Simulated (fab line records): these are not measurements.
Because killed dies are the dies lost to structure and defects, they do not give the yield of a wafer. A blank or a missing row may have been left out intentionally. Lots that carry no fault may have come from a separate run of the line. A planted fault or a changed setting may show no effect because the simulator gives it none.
fab line records + flow nandHarc
[record]
- lots = 11
- wafers = 33
- lastDay = 25
route steps=1159 shown A_STAIRCASE@582 END@1159
lots untouched by any fault: they come from a run of this same line in which no faults occurred
startH: start of the lot's first displayed wafer, in hours after the record's first day + waitH: hours elapsed since this lot's preceding step + " same as the row above + L1.1+2: a row that stands for several wafers + - value missing, or start not given + * or withheld: withheld + < > ~ a bound
route shown NAME@n: NAME is a module with steps in the file, n the number in the route of the first one + usual: the fault-free wafers' mean and standard deviation + same: alike in all rows + chamber/n: place in a boat + sites: per-site readings + _std_site: standard deviation of those values + _edge_site: the outer-site mean with the inner-site mean subtracted + radiusMm: how far each site lies from the wafer's centre + mask NAME#n: copy n + behind: the tool/chamber that last shaped the wafer + hold: reason for holding the lot/hours on hold/outcome of the hold + device: the transistor (n, p or np) that didn't switch + end of line: the tests these same wafers got at the end of their route + a step with no rows: only its recipe + killed: dies that structure and defects cost at the first sort, which is not the same as the wafer's yield + map: shows each die of a wafer: x if killed, . if not, _ if none is there
set.NAME: the run value of the setting; set.NAME@STEP: its run value at that earlier step + model.NAME: the simulator's own value behind a step, which no gauge read
a sample of lots followed through the steps of the route, with each step as a table and each wafer as a row
services: when a tool's chamber went out of use (startH, in hours from the record's first day, below 0 if earlier), for how many hours, and the reason
[[steps]]
[step NHARC_A_STAIRCASE_ETCH_188]
[recipe]
- targetDepthA = 1000
- timeS = 40.5
- ionEnergyEv = 400
- c4f8FlowSccm = 20
- o2FlowSccm = 10
- arFlowSccm = withheld
- rfW = 600
- biasW = 1000
- chemistry = C4F8/O2
[usual]
- oesProductAu = 0.943/0.013
- rfVppV = 893/6.1
| lot.wafer | tool       | chamber | startH | waitH | oesProductAu | rfHoursCounterH | rfVppV |
|-----------|------------|---------|--------|-------|--------------|-----------------|--------|
| L745.3    | rieDiel-04 | 2       | -      | -     | 0.968        | 50              | 905    |
| L745.2    | "          | 3       | "      | "     | 0.921        | 48              | 900    |
| L745.6    | "          | 0       | "      | "     | 0.952        | -               | 900    |
| L749.2    | rieDiel-06 | 0       | -      | -     | 0.945        | 9               | 889    |
| L749.6    | "          | 3       | "      | "     | 0.963        | -               | 900    |
| L749.5    | "          | 0       | "      | "     | 0.940        | -               | 888    |
| L750.2    | rieDiel-05 | 1       | -      | -     | 0.919        | 46              | 890    |
| L750.4    | "          | 2       | "      | "     | 0.941        | 40              | 895    |
| L750.6    | "          | 0       | "      | "     | 0.962        | -               | 887    |
| L753.3    | rieDiel-05 | 1       | -      | -     | 0.928        | 49              | 889    |
| L753.4    | "          | 2       | "      | "     | 0.941        | 44              | 896    |
| L753.1    | "          | 3       | "      | "     | 0.962        | 48              | 905    |
| L751.1    | rieDiel-05 | 2       | -      | -     | 0.940        | 44              | 894    |
| L751.2    | "          | 3       | "      | "     | 0.941        | 48              | 905    |
| L751.6    | "          | 1       | "      | "     | 0.913        | -               | 889    |
| L757.1    | rieDiel-06 | 0       | -      | -     | 0.937        | 23              | 886    |
| L757.3    | "          | 1       | "      | "     | 0.955        | 24              | 889    |
| L757.6    | "          | 2       | "      | "     | 0.957        | -               | 889    |
| L754.1    | rieDiel-06 | 0       | -      | -     | 0.933        | 27              | 887    |
| L754.2    | "          | 1       | "      | "     | 0.951        | 29              | 887    |
| L754.3    | "          | 3       | "      | "     | 0.958        | 27              | 900    |
| L758.3    | rieDiel-06 | 2       | -      | -     | 0.934        | 32              | 889    |
| L758.5    | "          | 3       | "      | "     | 0.954        | -               | 900    |
| L758.6    | "          | 0       | "      | "     | 0.945        | -               | 888    |
| L759.1    | rieDiel-04 | 3       | -      | -     | 0.932        | 16              | 900    |
| L759.4    | "          | 1       | "      | "     | 0.927        | 15              | 894    |
| L759.5    | "          | 3       | "      | "     | 0.931        | -               | 900    |
| L762.1    | rieDiel-05 | 0       | -      | -     | 0.945        | 1               | 889    |
| L762.3    | "          | 1       | "      | "     | 0.941        | 1               | 889    |
| L762.5    | "          | 0       | "      | "     | 0.933        | -               | 887    |
| L765.4    | rieDiel-06 | 1       | -      | -     | 0.955        | 50              | 888    |
| L765.2    | "          | 2       | "      | "     | 0.948        | 52              | 888    |
| L765.5    | "          | 1       | "      | "     | 0.948        | -               | 888    |
[step NHARC_A_STAIRCASE_TRIM_193]
[recipe]
- timeS = 211.2
- o2FlowSccm = 500
- arFlowSccm = 0
- biasW = 0
- chemistry = O2
[usual]
- drypumpMotorCurrentA = 5.74/0.23
- oesProductAu = 1.000/0.0092
- rfVppV = 57.6/0.89
- runLengthS = 232.3/0.53
- showerheadPlenumPTorr = 3.46/0.17
- throttleValvePct = 17.037/0.0086
| lot.wafer | tool       | chamber | startH | waitH | drypumpMotorCurrentA | oesProductAu | rfHoursCounterH | rfVppV | runLengthS | showerheadPlenumPTorr | throttleValvePct |
|-----------|------------|---------|--------|-------|----------------------|--------------|-----------------|--------|------------|-----------------------|------------------|
| L745.2    | rieDiel-04 | 0       | -      | -     | 5.69                 | 1.003        | 47              | 57.5   | 232.0      | 3.63                  | 17.025           |
| L745.3    | "          | 1       | "      | "     | 5.53                 | 0.997        | 47              | 58.9   | 232.3      | 3.49                  | 17.037           |
| L745.6    | "          | 0       | "      | "     | 5.72                 | 1.002        | -               | 58.6   | 232.0      | 3.63                  | 17.032           |
| L749.2    | rieDiel-06 | 3       | -      | -     | 5.75                 | 0.996        | 8               | 57.3   | 232.8      | 3.65                  | 17.041           |
| L749.5    | "          | 1       | "      | "     | 6.25                 | 1.000        | -               | 57.7   | 231.5      | 3.34                  | 17.031           |
| L749.6    | "          | 2       | "      | "     | 5.72                 | 0.986        | -               | 56.4   | 231.9      | 3.34                  | 17.044           |
| L750.4    | rieDiel-05 | 2       | -      | -     | 5.38                 | 0.996        | 40              | 59.0   | 232.5      | 3.50                  | 17.029           |
| L750.2    | "          | 0       | "      | "     | 5.74                 | 0.996        | 44              | 56.5   | 232.4      | 3.33                  | 17.038           |
| L750.6    | "          | 2       | "      | "     | 5.37                 | 0.996        | -               | 57.7   | 232.6      | 3.50                  | 17.034           |
| L753.1    | rieDiel-05 | 2       | -      | -     | 5.36                 | 0.990        | 44              | 58.1   | 232.5      | 3.50                  | 17.033           |
| L753.3    | "          | 3       | "      | "     | 5.80                 | 0.998        | 48              | 58.0   | 233.1      | 3.78                  | 17.053           |
| L753.4    | "          | 1       | "      | "     | 5.76                 | 0.974        | 49              | 55.8   | 231.8      | 3.36                  | 17.023           |
| L751.1    | rieDiel-05 | 2       | -      | -     | 5.34                 | 0.987        | 45              | 58.0   | 232.4      | 3.50                  | 17.031           |
| L751.2    | "          | 3       | "      | "     | 5.77                 | 1.014        | 48              | 57.4   | 232.9      | 3.78                  | 17.035           |
| L751.6    | "          | 2       | "      | "     | 5.34                 | 0.989        | -               | 58.1   | 232.7      | 3.50                  | 17.047           |
| L757.1    | rieDiel-06 | 1       | -      | -     | 6.21                 | 1.003        | 24              | 56.9   | 231.8      | 3.33                  | 17.052           |
| L757.3    | "          | 3       | "      | "     | 5.78                 | 1.002        | 23              | 56.7   | 232.5      | 3.64                  | 17.041           |
| L757.6    | "          | 2       | "      | "     | 5.71                 | 0.995        | -               | 58.0   | 232.2      | 3.33                  | 17.040           |
| L754.1    | rieDiel-06 | 3       | -      | -     | 5.76                 | 1.007        | 27              | 57.8   | 232.8      | 3.63                  | 17.031           |
| L754.3    | "          | 0       | "      | "     | 5.61                 | 1.010        | 27              | 56.6   | 231.6      | 3.29                  | 17.028           |
| L754.2    | "          | 1       | "      | "     | 6.20                 | 1.008        | 29              | 56.9   | 231.4      | 3.33                  | 17.025           |
| L758.3    | rieDiel-06 | 3       | -      | -     | 5.75                 | 1.004        | 31              | 58.1   | 232.6      | 3.63                  | 17.021           |
| L758.6    | "          | 0       | "      | "     | 5.61                 | 1.000        | -               | 57.7   | 231.6      | 3.29                  | 17.049           |
| L758.5    | "          | 1       | "      | "     | 6.19                 | 1.004        | -               | 58.4   | 231.4      | 3.33                  | 17.043           |
| L759.1    | rieDiel-04 | 0       | -      | -     | 5.71                 | 0.996        | 17              | 58.6   | 232.0      | 3.61                  | 17.033           |
| L759.4    | "          | 1       | "      | "     | 5.51                 | 0.991        | 16              | 57.6   | 232.6      | 3.47                  | 17.029           |
| L759.5    | "          | 0       | "      | "     | 5.69                 | 1.002        | -               | 57.9   | 231.9      | 3.61                  | 17.043           |
| L762.1    | rieDiel-05 | 2       | -      | -     | 5.33                 | 0.998        | 1               | 58.6   | 232.6      | 3.49                  | 17.035           |
| L762.3    | "          | 3       | "      | "     | 5.81                 | 1.015        | 1               | 59.4   | 232.9      | 3.77                  | 17.044           |
| L762.5    | "          | 1       | "      | "     | 5.73                 | 1.005        | -               | 57.0   | 231.9      | 3.35                  | 17.038           |
| L765.2    | rieDiel-06 | 3       | -      | -     | 5.75                 | 0.994        | 49              | 56.8   | 232.6      | 3.62                  | 17.037           |
| L765.4    | "          | 1       | "      | "     | 6.21                 | 0.996        | 51              | 55.9   | 231.4      | 3.32                  | 17.037           |
| L765.5    | "          | 0       | "      | "     | 5.60                 | 1.002        | -               | 56.9   | 232.2      | 3.28                  | 17.036           |
[step NHARC_A_STAIRCASE_TRIM_196]
[recipe]
- timeS = 211.2
- o2FlowSccm = 500
- arFlowSccm = 0
- biasW = 0
- chemistry = O2
[usual]
- drypumpMotorCurrentA = 5.72/0.22
- oesProductAu = 0.997/0.0091
- rfVppV = 57.8/0.95
- runLengthS = 232.4/0.54
- showerheadPlenumPTorr = 3.50/0.17
- throttleValvePct = 17.037/0.0093
| lot.wafer | tool       | chamber | startH | waitH | drypumpMotorCurrentA | oesProductAu | rfHoursCounterH | rfVppV | runLengthS | showerheadPlenumPTorr | throttleValvePct |
|-----------|------------|---------|--------|-------|----------------------|--------------|-----------------|--------|------------|-----------------------|------------------|
| L745.2    | rieDiel-04 | 1       | 250.35 | 0.1   | 5.51                 | 0.982        | 47              | 58.5   | 232.3      | 3.49                  | 17.046           |
| L745.3    | "          | 3       | "      | "     | 5.97                 | 0.995        | 48              | 56.7   | 233.1      | 3.65                  | 17.046           |
| L745.6    | "          | 1       | "      | "     | 5.51                 | 1.017        | -               | 57.3   | 232.5      | 3.49                  | 17.031           |
| L749.2    | rieDiel-06 | 3       | 271.79 | 0.1   | 5.78                 | 1.013        | 9               | 59.0   | 232.8      | 3.65                  | 17.039           |
| L749.5    | "          | 2       | "      | "     | 5.70                 | 1.002        | -               | 57.0   | 232.3      | 3.34                  | 17.037           |
| L749.6    | "          | 3       | "      | "     | 5.78                 | 1.015        | -               | 57.8   | 233.1      | 3.65                  | 17.051           |
| L750.2    | rieDiel-05 | 1       | 284.62 | 0.1   | 5.75                 | 0.994        | 47              | 57.9   | 232.1      | 3.36                  | 17.021           |
| L750.4    | "          | 2       | "      | "     | 5.33                 | 0.987        | 42              | 57.1   | 233.0      | 3.50                  | 17.019           |
| L750.6    | "          | 1       | "      | "     | 5.75                 | 0.989        | -               | 56.8   | 232.2      | 3.36                  | 17.039           |
| L753.1    | rieDiel-06 | 1       | 292.16 | 0.1   | 6.23                 | 1.005        | 17              | 57.2   | 231.5      | 3.34                  | 17.039           |
| L753.4    | "          | 2       | "      | "     | 5.70                 | 0.983        | 15              | 57.8   | 232.1      | 3.34                  | 17.044           |
| L753.3    | "          | 0       | "      | "     | 5.59                 | 0.994        | 16              | 55.5   | 231.6      | 3.30                  | 17.032           |
| L751.1    | rieDiel-05 | 2       | 292.74 | 0.1   | 5.36                 | 1.003        | 45              | 57.9   | 232.6      | 3.50                  | 17.036           |
| L751.2    | "          | 3       | "      | "     | 5.81                 | 1.001        | 49              | 59.0   | 233.2      | 3.78                  | 17.046           |
| L751.6    | "          | 1       | "      | "     | 5.75                 | 0.990        | -               | 58.3   | 232.1      | 3.36                  | 17.043           |
| L757.3    | rieDiel-05 | 3       | 313.55 | 0.1   | 5.79                 | 1.003        | 56              | 58.5   | 233.4      | 3.78                  | 17.034           |
| L757.1    | "          | 2       | "      | "     | 5.34                 | 1.002        | 54              | 58.2   | 232.4      | 3.49                  | 17.021           |
| L757.6    | "          | 3       | "      | "     | 5.78                 | 1.010        | -               | 57.9   | 233.2      | 3.78                  | 17.049           |
| L754.3    | rieDiel-04 | 3       | 325.00 | 0.1   | 6.00                 | 0.997        | 11              | 56.7   | 233.1      | 3.63                  | 17.047           |
| L754.1    | "          | 0       | "      | "     | 5.72                 | 1.004        | 11              | 58.8   | 232.0      | 3.62                  | 17.037           |
| L754.2    | "          | 1       | "      | "     | 5.49                 | 0.987        | 10              | 58.0   | 232.0      | 3.48                  | 17.026           |
| L758.3    | rieDiel-04 | 1       | 332.10 | 0.1   | 5.50                 | 0.993        | 14              | 56.9   | 231.9      | 3.48                  | 17.037           |
| L758.5    | "          | 0       | "      | "     | 5.69                 | 1.007        | -               | 58.6   | 164.8      | 3.61                  | 17.035           |
| L758.6    | "          | 1       | "      | "     | 5.50                 | 0.990        | -               | 57.7   | 232.1      | 3.48                  | 17.050           |
| L759.4    | rieDiel-04 | 1       | 337.58 | 0.1   | 5.50                 | 0.991        | 16              | 57.6   | 232.3      | 3.47                  | 17.032           |
| L759.1    | "          | 2       | "      | "     | 5.63                 | 1.012        | 7               | 59.1   | 232.2      | 3.77                  | 17.036           |
| L759.5    | "          | 0       | "      | "     | 5.68                 | 0.997        | -               | 56.5   | 164.5      | 3.61                  | 17.040           |
| L762.3    | rieDiel-05 | 0       | 351.97 | 0.1   | 5.69                 | 0.995        | 1               | 58.0   | 232.7      | 3.31                  | 17.042           |
| L762.1    | "          | 2       | "      | "     | 5.34                 | 0.973        | 1               | 57.8   | 232.5      | 3.49                  | 17.033           |
| L762.5    | "          | 0       | "      | "     | 5.71                 | 1.004        | -               | 57.7   | 232.5      | 3.31                  | 17.047           |
| L765.2    | rieDiel-06 | 0       | 384.80 | 0.1   | 5.60                 | 1.000        | 48              | 58.2   | 232.0      | 3.28                  | 17.023           |
| L765.4    | "          | 3       | "      | "     | 5.76                 | 0.996        | 50              | 58.7   | 232.4      | 3.62                  | 17.028           |
| L765.5    | "          | 1       | "      | "     | 6.26                 | 0.994        | -               | 57.1   | 231.8      | 3.32                  | 17.050           |
[step NHARC_A_STAIRCASE_TRIM_202]
[recipe]
- timeS = 211.2
- o2FlowSccm = 500
- arFlowSccm = 0
- biasW = 0
- chemistry = O2
[usual]
- drypumpMotorCurrentA = 5.71/0.21
- oesProductAu = 0.999/0.011
- rfVppV = 57.7/0.88
- runLengthS = 232.4/0.53
- showerheadPlenumPTorr = 3.52/0.17
- throttleValvePct = 17.036/0.0092
| lot.wafer | tool       | chamber | startH | waitH | drypumpMotorCurrentA | oesProductAu | rfHoursCounterH | rfVppV | runLengthS | showerheadPlenumPTorr | throttleValvePct |
|-----------|------------|---------|--------|-------|----------------------|--------------|-----------------|--------|------------|-----------------------|------------------|
| L745.2    | rieDiel-04 | 0       | -      | -     | 5.71                 | 1.009        | 47              | 58.6   | 231.9      | 3.63                  | 17.027           |
| L745.3    | "          | 2       | "      | "     | 5.65                 | 1.011        | 50              | 58.5   | 232.5      | 3.78                  | 17.028           |
| L745.6    | "          | 0       | "      | "     | 5.70                 | 1.018        | -               | 57.8   | 232.5      | 3.63                  | 17.037           |
| L749.2    | rieDiel-06 | 3       | -      | -     | 5.76                 | 1.020        | 9               | 57.8   | 232.9      | 3.65                  | 17.023           |
| L749.5    | "          | 2       | "      | "     | 5.71                 | 0.988        | -               | 57.0   | 232.2      | 3.34                  | 17.034           |
| L749.6    | "          | 3       | "      | "     | 5.78                 | 1.000        | -               | 57.4   | 232.6      | 3.65                  | 17.050           |
| L750.4    | rieDiel-05 | 0       | -      | -     | 5.73                 | 1.002        | 46              | 57.2   | 232.7      | 3.33                  | 17.026           |
| L750.2    | "          | 1       | "      | "     | 5.73                 | 0.986        | 47              | 57.8   | 231.9      | 3.36                  | 17.045           |
| L750.6    | "          | 2       | "      | "     | 5.36                 | 0.999        | -               | 57.3   | 232.4      | 3.50                  | 17.028           |
| L753.1    | rieDiel-06 | 2       | -      | -     | 5.69                 | 0.988        | 15              | 57.2   | 232.0      | 3.34                  | 17.042           |
| L753.4    | "          | 3       | "      | "     | 5.77                 | 1.010        | 15              | 58.0   | 232.6      | 3.64                  | 17.046           |
| L753.3    | "          | 0       | "      | "     | 5.62                 | 1.003        | 16              | 57.6   | 231.7      | 3.30                  | 17.040           |
| L751.1    | rieDiel-05 | 2       | -      | -     | 5.33                 | 1.006        | 45              | 56.3   | 232.8      | 3.50                  | 17.039           |
| L751.2    | "          | 3       | "      | "     | 5.77                 | 1.012        | 49              | 57.8   | 233.6      | 3.78                  | 17.033           |
| L751.6    | "          | 2       | "      | "     | 5.32                 | 1.008        | -               | 57.6   | 232.4      | 3.50                  | 17.029           |
| L757.3    | rieDiel-05 | 0       | -      | -     | 5.74                 | 1.000        | 57              | 56.9   | 232.3      | 3.32                  | 17.031           |
| L757.1    | "          | 3       | "      | "     | 5.78                 | 1.005        | 57              | 57.7   | 232.9      | 3.78                  | 17.032           |
| L757.6    | "          | 0       | "      | "     | 5.72                 | 0.989        | -               | 58.0   | 232.4      | 3.32                  | 17.033           |
| L754.3    | rieDiel-04 | 1       | -      | -     | 5.48                 | 0.977        | 11              | 57.9   | 232.2      | 3.48                  | 17.031           |
| L754.1    | "          | 2       | "      | "     | 5.65                 | 1.007        | 3               | 58.8   | 232.5      | 3.77                  | 17.011           |
| L754.2    | "          | 3       | "      | "     | 5.98                 | 0.977        | 13              | 58.0   | 233.1      | 3.63                  | 17.039           |
| L758.3    | rieDiel-04 | 0       | -      | -     | 5.71                 | 0.993        | 15              | 58.6   | 231.9      | 3.61                  | 17.041           |
| L758.6    | "          | 0       | "      | "     | 5.73                 | 0.997        | -               | 57.3   | 231.9      | 3.61                  | 17.048           |
| L758.5    | "          | 1       | "      | "     | 5.47                 | 0.988        | -               | 58.1   | 231.9      | 3.48                  | 17.036           |
| L759.4    | rieDiel-04 | 3       | -      | -     | 5.96                 | 0.984        | 17              | 57.1   | 233.3      | 3.63                  | 17.023           |
| L759.1    | "          | 2       | "      | "     | 5.65                 | 1.014        | 8               | 57.6   | 232.5      | 3.77                  | 17.048           |
| L759.5    | "          | 0       | "      | "     | 5.75                 | 0.992        | -               | 58.1   | 231.9      | 3.61                  | 17.037           |
| L762.3    | rieDiel-05 | 2       | -      | -     | 5.38                 | 0.989        | 1               | 59.5   | 232.7      | 3.49                  | 17.037           |
| L762.1    | "          | 0       | "      | "     | 5.69                 | 1.010        | 2               | 57.5   | 232.3      | 3.31                  | 17.049           |
| L762.5    | "          | 2       | "      | "     | 5.36                 | 0.987        | -               | 57.9   | 232.9      | 3.49                  | 17.045           |
| L765.4    | rieDiel-06 | 3       | -      | -     | 5.76                 | 1.012        | 50              | 58.3   | 233.0      | 3.62                  | 17.027           |
| L765.2    | "          | 1       | "      | "     | 6.20                 | 1.012        | 51              | 58.7   | 231.4      | 3.32                  | 17.033           |
| L765.5    | "          | 2       | "      | "     | 5.73                 | 0.995        | -               | 57.1   | 232.4      | 3.32                  | 17.034           |
[step NHARC_END_SORT_01]
[recipe]
- tempC = 25
[usual]
- killedAtArray = 28/11
- killedAtOther = 0.7/1.1
- killedAtPeriphery = 2.9/2
- killedDies = 32/11
- killedOpen = 3.2/1.8
- killedShort = 2.0/1.4
[same]
- grossDies = 677
| lot.wafer | tool      | chamber | startH | waitH | killedAtArray | killedAtOther | killedAtPeriphery | killedDies | killedOpen | killedShort |
|-----------|-----------|---------|--------|-------|---------------|---------------|-------------------|------------|------------|-------------|
| L758.5    | prober-01 | 0       | 520.26 | 3.7   | 65            | 0             | 2                 | 67         | 1          | 3           |
| L759.5    | prober-02 | 0       | 537.24 | 3.7   | 31            | 2             | 3                 | 36         | 3          | 1           |
// killed by level:class
L758.5 A_CHANNEL_HOLE_D1:chamberFilmFlake=22 A_STAIRCASE:areaTrim=22 A_SLIT:chamberFilmFlake=13 A_CONTACT:chamberFilmFlake=3 A_STAIRCASE:chamberFilmFlake=2 P_GATE:geometricParticle:short=1 P_CONTACT:geometricParticle:short=1 A_ONON_D1:geometricParticle:open=1
L759.5 A_SLIT:chamberFilmFlake=13 A_STAIRCASE:chamberFilmFlake=7 A_CONTACT:chamberFilmFlake=5 P_ZERO_WELL:chamberFilmFlake=3 A_CHANNEL_HOLE_D1:chamberFilmFlake=2 A_CHANNEL_FILL_D1:geometricParticle:open=1 A_CONTACT:geometricParticle:short=1 A_M0:geometricParticle:open=1
[[services]]
| tool       | chamber | startH | hours | kind                        |
|------------|---------|--------|-------|-----------------------------|
| rieDiel-06 | -       | 242.80 | 9.0   | pm                          |
| rieDiel-06 | 0       | 242.80 | 9.0   | ventCycle                   |
| rieDiel-06 | 1       | 242.80 | 9.0   | ventCycle                   |
| rieDiel-06 | 2       | 242.80 | 9.0   | ventCycle                   |
| rieDiel-06 | 3       | 242.80 | 9.0   | ventCycle                   |
| rieDiel-05 | 0       | 246.36 | -     | clean                       |
| rieDiel-05 | 1       | 246.36 | -     | clean                       |
| rieDiel-05 | 2       | 246.36 | -     | clean                       |
| rieDiel-05 | 3       | 246.36 | -     | clean                       |
| rieDiel-06 | 0       | 251.80 | -     | clean                       |
| rieDiel-06 | 1       | 251.80 | -     | clean                       |
| rieDiel-06 | 2       | 251.80 | -     | clean                       |
| rieDiel-06 | 2       | 251.80 | -     | consumableReplace:focusRing |
| rieDiel-06 | 3       | 251.80 | -     | clean                       |
| rieDiel-05 | 0       | 270.88 | -     | clean                       |
| rieDiel-05 | 1       | 270.88 | -     | clean                       |
| rieDiel-05 | 2       | 270.88 | -     | clean                       |
| rieDiel-05 | 3       | 270.88 | -     | clean                       |
| rieDiel-04 | -       | 275.37 | 1.1   | repair                      |
| rieDiel-06 | 0       | 276.44 | -     | clean                       |
| rieDiel-04 | -       | 289.03 | 9.0   | pm                          |
| rieDiel-06 | 0       | 298.58 | 3.3   | repair                      |
| rieDiel-04 | 2       | 307.44 | 18.4  | repair                      |
| rieDiel-05 | -       | 340.60 | 9.0   | pm                          |
[[key]]
[firstSign]
- step = NHARC_A_STAIRCASE_TRIM_196
- reading = runLengthS
- direction = down
- sigmas = 99+
- usual = *
- struck = *
effect none on later readings
metAt NHARC_A_STAIRCASE_TRIM_196
struckLots L758,L759
struckWafers L758.5,L759.5
testerLeftOut L758,L759
notActingAt NHARC_A_STAIRCASE_ETCH_188,NHARC_A_STAIRCASE_TRIM_193,NHARC_A_STAIRCASE_TRIM_202
onsetBetween 325.00 332.10
[fault]
- kind = processParameterDrift
- tool = rieDiel-04
- chamber = 0
- onsetH = 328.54
- steps = NHARC_A_STAIRCASE_TRIM_196
- channel = timeS
- offset = *
- shape = step
- endH = 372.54
- actsIn = *
- stated = *
// testerLeftOut: of these lots the tester's yield and bins aren't shown, on N5 and GAA mostly nor the transistor test; their killed dies are dies lost to structure and defects alone, not to doping, threshold or leakage, so they don't give the yield
